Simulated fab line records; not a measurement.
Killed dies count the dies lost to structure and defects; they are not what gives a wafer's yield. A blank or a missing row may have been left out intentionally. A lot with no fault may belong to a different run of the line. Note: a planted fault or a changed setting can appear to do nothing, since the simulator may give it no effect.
Comparing a struck lot with a sound one    flow nand harc    14 out of 1302 route steps
Sound: wafers L801.1, L801.5, L801.6. Wafers struck: L798.1, L798.3, L798.4. At the end, the cause is stated.
Order at every step that has rows: each side's tool, ch and its chambers, its first start. Under that, the readings that differ: sound wafers    struck wafers    difference of the means    sigmas: that difference in standard deviations of wafers without a fault.
alike: readings with means less than 2 such deviations apart, plus words and numbers identical on both sides. not compared: withheld readings, readings lacking a value on some wafer, bounds such as >300 that could conceal the same value, and numbers that have no deviation in the record and whose values overlap.
The two part at a step that has a row with sigmas, a row that says differs or no value, or rows on one side only. When numbers do not overlap yet have no deviation, they are printed without sigmas and do not part them. A reading missing from all wafers of one side parts the sides only when that side holds two or more wafers.

first, 1 step without rows for these wafers: NHARC_P_CONTACT_ETCH_36 (etches the open film in N2/H2, target depth 260 nm, time 406.25 s).
NHARC_P_CONTACT_ETCH_18: etches the open film in C4F8/O2/Ar, target depth 481 nm, time 240.5 s.
  sound: rie diel-01 ch 0,1,3; struck: rie diel-01 ch 0,1,2
  alike: oes product au, rf vpp V
  not compared: rf hours counter h
then, 2 steps without rows for these wafers: NHARC_P_CONTACT_STRIP_37 (strips in C4F8/O2/Ar); NHARC_P_CONTACT_ETCH_31 (etches the open film in CH3F/O2, target depth 30 nm, time 85.7 s).
NHARC_P_CONTACT_CD_MEAS_19:
  struck on cd sem-03, day 11 22:47; sound on cd sem-01, day 12 23:46
  alike: cd nm
NHARC_P_CONTACT_STRIP_28: strips in O2.
  sound on rie diel-10 ch 0,2,3, day 12 23:52; struck on rie diel-01 ch 1,2,3, day 11 22:52
  alike: drypump motor current A, o2 flow sccm, oes product au, rf vpp V, showerhead plenum p Torr, throttle valve pct
  not compared: rf hours counter h
then, 3 steps without rows for these wafers: NHARC_P_CONTACT_STRIP_29 (strips in post etch residue remover, time 1200 s); NHARC_P_CONTACT_DEGAS_38 (time 60 s); NHARC_P_CONTACT_PRE_CLEAN_39 (time 19.5 s).
NHARC_P_CONTACT_PVD_32: deposits Ti, target thk 5 nm, time 17.7 s.
  sound on pvd sputter-01; struck on pvd sputter-02
  alike: throttle valve pct
NHARC_P_CONTACT_ALD_22: deposits TiN, target thk 3 nm, pulse time 1 s, ald cycles 150.
  sound on ald metal-04 ch 0,3, day 13 00:46; struck on ald metal-04 ch 0,1,3, day 11 23:44
  alike: heater power w, precursor pulse height rel
NHARC_P_CONTACT_CVD_23: deposits W, target thk 200 nm, time 557 s.
  sound: cvd w-01 ch 0,1; struck: cvd w-01 ch 0,1
  alike: heater power w, throttle valve pct
NHARC_P_CONTACT_CMP_24: polishes, t overpolish 30 s, target thk 200 nm.
  sound on cmp-02 ch 0,1, day 13 01:35; struck on cmp-03 ch 0,1,3, day 12 00:35
reading                 sound           struck          difference  sigmas
time to endpoint s (s)  39.3 36.5 39.1  21.1 17.5 18.2  -19.4       -6
  alike: motor current A, overpolish run s
-- record jumps: 18 days between struck wafers' starts before vs after; left off in module P_CONTACT, resumes in module END, first step shown is number 1302 of the route --
NHARC_END_SORT_01:
  sound on prober-01 ch 0, day 30 22:35; struck on prober-01 ch 0, day 30 04:42
  alike: killed at array, killed at other, killed at periphery, killed dies, killed open, killed short

== WHERE THEY PART ==
Only at NHARC_P_CONTACT_CMP_24, within this record. Later steps at which nothing parts them and some readings are alike: NHARC_END_SORT_01.

WHY: what had been put in by the simulator
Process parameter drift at NHARC_P_CONTACT_CMP_24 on cmp-03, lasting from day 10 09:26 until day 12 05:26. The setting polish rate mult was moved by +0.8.
